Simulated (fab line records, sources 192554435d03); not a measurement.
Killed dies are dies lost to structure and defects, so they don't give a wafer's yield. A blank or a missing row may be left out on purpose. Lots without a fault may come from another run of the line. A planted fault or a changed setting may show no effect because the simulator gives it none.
fab line records | flow n5_finfet | part 2 of 2: steps 5 to 6 of 6
record lots=24 wafers=72 last_day=18
route steps=1938 shown BEOL_M7@1325 BEOL_M8@1335
lots that met no fault: from a run of the same line without faults
start_h: hours from the record's first day to the start of the lot's first wafer shown | wait_h: hours since the lot's step before | " the same as in the row above | L1.1+2: a row that stands for several wafers | - no value, or no start given | * or withheld: withheld | < > ~ a bound
route shown NAME@n: a module of which the file shows steps, and the number in the route of the first | usual: mean/standard deviation of fault-free wafers | same: alike in all rows | chamber/n: place in a boat | sites: the reading at each site | _std_site: their standard deviation | _edge_site: outer sites' mean less inner sites' | radius_mm: how far each site lies from the wafer's centre | mask NAME#n: copy n | behind: the tool/chamber that last shaped the wafer | hold: why the lot was held/for how many hours/how that ended | device: the transistor (n, p or np) that didn't switch | end of line: the same wafers' tests at the end of the route | a step without rows: its recipe alone | killed: dies lost to structure and defects at the first sort, not the wafer's yield | map: a wafer's dies, x killed, . not, _ none there
set.NAME: the setting as run; set.NAME@STEP: as run at that earlier step | model.NAME: the simulator's own value behind a step, which no gauge read
steps of the route over a sample of lots; a table a step, a row a wafer
services: from which hour (start_h, from the record's first day; less than 0 if before it) a tool's chamber was out of use, for how many hours, and why
## steps
# step N5_BEOL_M8_OVL_MEAS_29
# recipe points_per_wafer=522
# usual V7_OVL=-0.2/0.89
# columns lot.wafer tool chamber start_h wait_h V7_OVL[nm]
L074.1 overlay-02 0 218.78 0.0 -0.5
L074.4 " 0 " " -0.7
L074.5 " 0 " " 0.0
L075.3 overlay-01 0 219.19 0.0 -1.1
L075.4 " 0 " " -0.7
L075.6 " 0 " " -0.2
L078.1 overlay-01 0 236.37 0.0 -0.9
L078.2 " 0 " " -1.1
L078.6 " 0 " " -1.5
L076.2 overlay-02 0 242.70 0.0 0.3
L076.3 " 0 " " 0.7
L076.5 " 0 " " 0.9
L079.1 overlay-02 0 246.03 0.0 2.1
L079.2 " 0 " " 0.7
L079.5 " 0 " " 0.0
L081.2 overlay-02 0 248.85 0.0 0.3
L081.5 " 0 " " -1.3
L081.6 " 0 " " 0.2
L077.2 overlay-01 0 251.38 0.0 -1.1
L077.3 " 0 " " 0.6
L077.5 " 0 " " -0.6
L080.2 overlay-01 0 251.43 0.0 0.8
L080.3 " 0 " " 0.1
L080.5 " 0 " " 0.4
L082.1 overlay-01 0 266.16 0.0 1.3
L082.2 " 0 " " 0.7
L082.3 " 0 " " 1.4
L083.4 overlay-01 0 266.45 0.0 -0.3
L083.5 " 0 " " -1.8
L083.6 " 0 " " -1.0
L085.4 overlay-02 0 269.38 0.0 0.2
L085.5 " 0 " " -0.4
L085.6 " 0 " " -0.4
L084.2 overlay-01 0 272.13 0.0 0.1
L084.3 " 0 " " 0.0
L084.4 " 0 " " 0.0
L087.2 overlay-02 0 289.54 0.0 -0.7
L087.3 " 0 " " -0.9
L087.6 " 0 " " -0.7
L086.2 overlay-01 0 293.37 0.0 0.1
L086.4 " 0 " " 0.0
L086.5 " 0 " " -0.7
L088.1 overlay-02 0 299.85 0.0 -1.7
L088.3 " 0 " " -1.6
L088.4 " 0 " " -1.1
L090.3 overlay-02 0 307.98 0.0 -1.0
L090.4 " 0 " " 0.5
L090.6 " 0 " " 0.2
L092.1 overlay-01 0 318.20 0.0 -1.0
L092.4 " 0 " " -1.2
L092.6 " 0 " " -0.8
L093.1 overlay-01 0 318.42 0.0 0.2
L093.2 " 0 " " 0.7
L093.6 " 0 " " 1.1
L091.2 overlay-01 0 318.60 0.0 -0.6
L091.4 " 0 " " -0.1
L091.5 " 0 " " -0.8
L089.3 overlay-01 0 318.65 0.0 -1.3
L089.4 " 0 " " 0.6
L089.5 " 0 " " -0.4
L094.2 overlay-01 0 318.82 0.0 0.7
L094.3 " 0 " " 0.8
L094.6 " 0 " " -0.4
L096.1 overlay-02 0 343.69 0.0 -1.4
L096.2 " 0 " " -0.9
L096.5 " 0 " " -0.8
L095.1 overlay-01 0 343.74 0.0 -0.3
L095.3 " 0 " " 0.8
L095.5 " 0 " " 0.9
L097.1 overlay-02 0 349.08 0.0 -1.7
L097.2 " 0 " " -1.2
L097.4 " 0 " " -1.4
# step N5_BEOL_M8_VIA_ETCH_34
# recipe chemistry=C4F6/O2 target=SiCOH_lowk target_depth_a=1255 mask_material=SOC taper_deg=4 time_s=50.5 ion_energy_ev=250 pressure_mtorr=30 source_w=345 bias_w=185 Ar_flow_sccm=300 C4F6_flow_sccm=10 O2_flow_sccm=10
# usual drypump_motor_current_A=5.7/0.53 oes_f_703_au=0.82/0.069 oes_product_au=0.83/0.066 rf_vpp_V=665/16 showerhead_plenum_p_Torr=2.85/0.1 throttle_valve_pct=20.75/0.16
# columns lot.wafer tool chamber start_h wait_h drypump_motor_current_A oes_f_703_au oes_product_au rf_hours_counter_h rf_vpp_V showerhead_plenum_p_Torr throttle_valve_pct
L074.1 rie_diel-06 2 219.30 0.0 6.4 0.87 0.88 43 683 3.00 20.64
L074.4 " 3 " " 5.7 0.93 0.94 - 662 2.78 20.39
L074.5 " 2 " " 6.4 0.87 0.88 - 682 3.00 20.63
L075.3 rie_diel-05 3 219.45 0.0 5.7 0.86 0.89 22 679 2.77 20.88
L075.4 " 2 " " 6.5 0.83 0.86 - 675 3.02 20.76
L075.6 " 3 " " 5.8 0.87 0.88 - 679 2.77 20.86
L078.1 rie_diel-05 2 236.64 0.0 6.5 0.83 0.84 49 671 3.01 20.80
L078.2 " 0 " " 5.5 0.76 0.77 128 664 2.73 20.70
L078.6 " 0 " " 5.4 0.76 0.78 - 664 2.73 20.70
L076.2 rie_diel-02 3 242.97 0.0 6.5 0.70 0.67 233 642 2.80 21.02
L076.3 " 0 " " 5.5 0.79 0.77 154 653 2.84 20.78
L076.5 " 1 " " 5.3 0.72 0.72 - 680 2.86 20.96
L079.1 rie_diel-06 0 246.30 0.0 4.9 0.80 0.83 79 680 2.73 20.58
L079.2 " 2 " " 6.4 0.85 0.86 55 683 2.99 20.65
L079.5 " 1 " " 5.6 0.95 0.91 - 635 2.92 20.88
L081.2 rie_diel-02 3 249.15 0.0 6.4 0.70 0.68 235 643 2.80 21.01
L081.5 " 3 " " 6.4 0.70 0.68 - 641 2.80 21.02
L081.6 " 0 " " 5.5 0.79 0.77 - 655 2.84 20.78
L077.2 rie_diel-05 0 251.65 0.0 5.4 0.76 0.76 133 664 2.73 20.71
L077.3 " 3 " " 5.8 0.84 0.87 35 677 2.76 20.89
L077.5 " 2 " " 6.5 0.81 0.84 - 672 3.01 20.81
L080.2 rie_diel-05 1 252.11 0.0 5.4 1.00 0.98 5 640 2.81 20.64
L080.3 " 3 " " 5.7 0.84 0.87 36 678 2.76 20.90
L080.5 " 3 " " 5.7 0.84 0.88 - 677 2.76 20.89
L082.1 rie_diel-06 0 266.44 0.0 4.9 0.80 0.82 82 680 2.73 20.58
L082.2 " 2 " " 6.4 0.84 0.87 63 684 2.99 20.68
L082.3 " 1 " " 5.6 0.93 0.91 16 634 2.92 20.90
L083.4 rie_diel-06 3 266.83 0.0 5.7 0.89 0.89 31 662 2.78 20.40
L083.5 " 1 " " 5.6 0.92 0.91 - 635 2.92 20.91
L083.6 " 0 " " 4.8 0.79 0.83 - 681 2.73 20.57
L085.4 rie_diel-06 0 270.02 0.0 4.8 0.79 0.83 83 679 2.73 20.58
L085.5 " 1 " " 5.6 0.92 0.90 - 635 2.92 20.89
L085.6 " 0 " " 4.8 0.80 0.82 - 680 2.73 20.56
L084.2 rie_diel-06 2 272.40 0.0 6.4 0.84 0.87 66 682 2.99 20.67
L084.3 " 3 " " 5.7 0.88 0.89 33 662 2.78 20.41
L084.4 " 0 " " 4.9 0.79 0.83 84 681 2.73 20.57
L087.2 rie_diel-05 2 289.81 0.0 6.4 0.79 0.82 70 673 3.00 20.81
L087.3 " 0 " " 5.5 0.75 0.77 147 663 2.73 20.73
L087.6 " 1 " " 5.4 0.94 0.93 - 639 2.81 20.69
L086.2 rie_diel-05 2 293.64 0.0 6.5 0.79 0.82 71 673 3.00 20.83
L086.4 " 3 " " 5.7 0.82 0.84 - 677 2.76 20.93
L086.5 " 1 " " 5.5 0.94 0.93 - 640 2.80 20.67
L088.1 rie_diel-05 0 300.12 0.0 5.5 0.75 0.75 149 661 2.73 20.73
L088.3 " 1 " " 5.4 0.94 0.92 24 641 2.80 20.68
L088.4 " 3 " " 5.7 0.82 0.84 53 678 2.75 20.92
L090.3 rie_diel-06 3 308.24 0.0 5.7 0.87 0.88 44 662 2.77 20.43
L090.4 " 2 " " 6.4 0.83 0.85 78 682 2.98 20.68
L090.6 " 3 " " 5.7 0.86 0.87 - 660 2.77 20.44
L092.1 rie_diel-02 2 318.49 0.0 4.7 0.74 0.74 175 668 2.94 20.57
L092.4 " 0 " " 5.5 0.76 0.75 - 653 2.83 20.83
L092.6 " 1 " " 5.3 0.71 0.72 - 678 2.84 21.01
L093.1 rie_diel-06 3 318.93 0.0 5.7 0.86 0.86 49 661 2.77 20.45
L093.2 " 2 " " 6.4 0.82 0.84 83 685 2.98 20.71
L093.6 " 3 " " 5.7 0.86 0.86 - 661 2.77 20.43
L091.2 rie_diel-05 1 318.96 0.0 5.4 0.93 0.91 31 639 2.80 20.67
L091.4 " 3 " " 5.7 0.81 0.83 60 679 2.75 20.93
L091.5 " 3 " " 5.8 0.81 0.84 - 678 2.75 20.94
L089.3 rie_diel-02 2 318.96 0.0 4.7 0.74 0.73 175 670 2.94 20.59
L089.4 " 0 " " 5.5 0.76 0.75 - 655 2.83 20.82
L089.5 " 2 " " 4.7 0.73 0.73 - 668 2.94 20.58
L094.2 rie_diel-02 1 319.45 0.0 5.3 0.70 0.70 225 676 2.84 20.98
L094.3 " 2 " " 4.7 0.74 0.73 175 669 2.94 20.56
L094.6 " 1 " " 5.3 0.71 0.70 - 678 2.84 21.00
L096.1 rie_diel-05 1 343.97 0.0 5.4 0.91 0.88 40 640 2.80 20.69
L096.2 " 3 " " 5.6 0.80 0.83 69 679 2.75 20.94
L096.5 " 3 " " 5.6 0.80 0.84 - 678 2.75 20.93
L095.1 rie_diel-06 2 344.01 0.0 6.4 0.81 0.82 91 683 2.98 20.71
L095.3 " 0 " " 4.8 0.76 0.80 108 680 2.72 20.61
L095.5 " 1 " " 5.6 0.87 0.84 - 636 2.91 20.93
L097.1 rie_diel-05 0 349.64 0.0 5.4 0.73 0.75 162 664 2.72 20.75
L097.2 " 1 " " 5.5 0.89 0.88 43 638 2.80 20.72
L097.4 " 3 " " 5.7 0.79 0.82 72 677 2.75 20.96
## services
# columns tool chamber start_h hours kind
pecvd-04 0 198.47 5.0 repair
rie_diel-05 - 198.73 14.6 pm
rie_diel-06 1 206.72 - clean
rie_diel-06 1 206.72 - consumable_replace:focus_ring
rie_diel-06 1 206.72 22.6 scheduled_down
rie_diel-06 1 206.72 22.6 vent_cycle
rtp_anneal-01 - 214.33 2.1 pm
rie_diel-05 1 216.85 - clean
rie_diel-05 1 216.85 - consumable_replace:focus_ring
pecvd-01 - 222.27 2.8 pm
pecvd-03 - 228.10 5.5 pm
rie_diel-05 0 231.06 1.6 repair
rie_diel-06 - 236.71 0.9 repair
pecvd-01 0 237.40 3.7 repair
pecvd-01 2 250.46 9.1 repair
rie_diel-06 0 252.51 12.0 repair
rie_diel-02 3 262.99 5.7 repair
rie_diel-02 - 271.93 0.3 repair
rie_diel-05 0 291.72 5.4 repair
rie_diel-02 3 294.43 - clean
rie_diel-06 0 295.00 3.9 repair
rie_diel-06 2 319.55 5.6 repair
pecvd-04 - 331.13 1.0 repair
rie_diel-05 0 340.89 8.1 repair
